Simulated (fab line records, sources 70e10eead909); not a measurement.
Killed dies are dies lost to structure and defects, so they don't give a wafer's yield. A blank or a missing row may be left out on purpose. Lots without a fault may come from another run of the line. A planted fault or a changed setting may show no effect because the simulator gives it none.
Chamber matching | flow nand_harc | NHARC_P_CONTACT_ALD_22 on ald_metal-04: 4 sister chambers
The step deposits TiN, target thk 3 nm, pulse time 1 s, ald cycles 150. 8 wafers are shown with their chamber, then 11 later ones without.

WAFERS WITH THEIR CHAMBER
wafer  | chamber | heater_power_w (W) | precursor_pulse_height_rel
L082.1 | 0       | 1320               | 1.039
L082.3 | 3       | 1054               | 0.964
L084.5 | 2       | 948                | 1.005
L084.6 | 1       | 983                | 0.976
L085.3 | 0       | 1312               | 1.035
L085.5 | 3       | 1026               | 0.980
L085.6 | 2       | 938                | 1.026
L087.1 | 1       | 967                | 0.995

WAFERS WITHOUT THEIR CHAMBER
wafer  | heater_power_w (W) | precursor_pulse_height_rel
L087.5 | 1320               | 0.999
L087.6 | 1050               | 0.985
L094.3 | 1341               | 0.984
L094.4 | 988                | 1.002
L094.6 | 1335               | 1.017
L095.3 | 1013               | 1.015
L095.5 | 1319               | 1.038
L095.6 | 1051               | 0.998
L097.3 | 964                | 0.999
L097.4 | 975                | 0.998
L097.5 | 1043               | 1.012

WHICH CHAMBER EACH WENT THROUGH
wafer  | from the rows above          | in truth
L087.5 | 0                            | 0
L087.6 | 3                            | 3
L094.3 | 0                            | 0
L094.4 | 1                            | 1
L094.6 | 0                            | 0
L095.3 | can't be placed: 1 or 3 or 2 | 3
L095.5 | 0                            | 0
L095.6 | 3                            | 3
L097.3 | can't be placed: 1 or 2      | 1
L097.4 | can't be placed: 1 or 2      | 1
L097.5 | 3                            | 3
Placed correctly: 8 of 11. Can't be placed from these rows: 3 (the true chamber is among the candidates in 3). Placed wrongly: 0.
How it was worked out, from the rows above alone: a wafer's distance from a chamber is the root of the sum, over the readings, of the square of ((its reading less the chamber's mean) divided by the reading's scatter). The wafer belongs to the nearest chamber; if the next one is less than 2 further off, it can't be placed. A chamber's mean is the mean of its shown wafers. The scatter: the root of (the sum of the squares of (reading less its chamber's mean) over the shown wafers, divided by (wafers less chambers)).
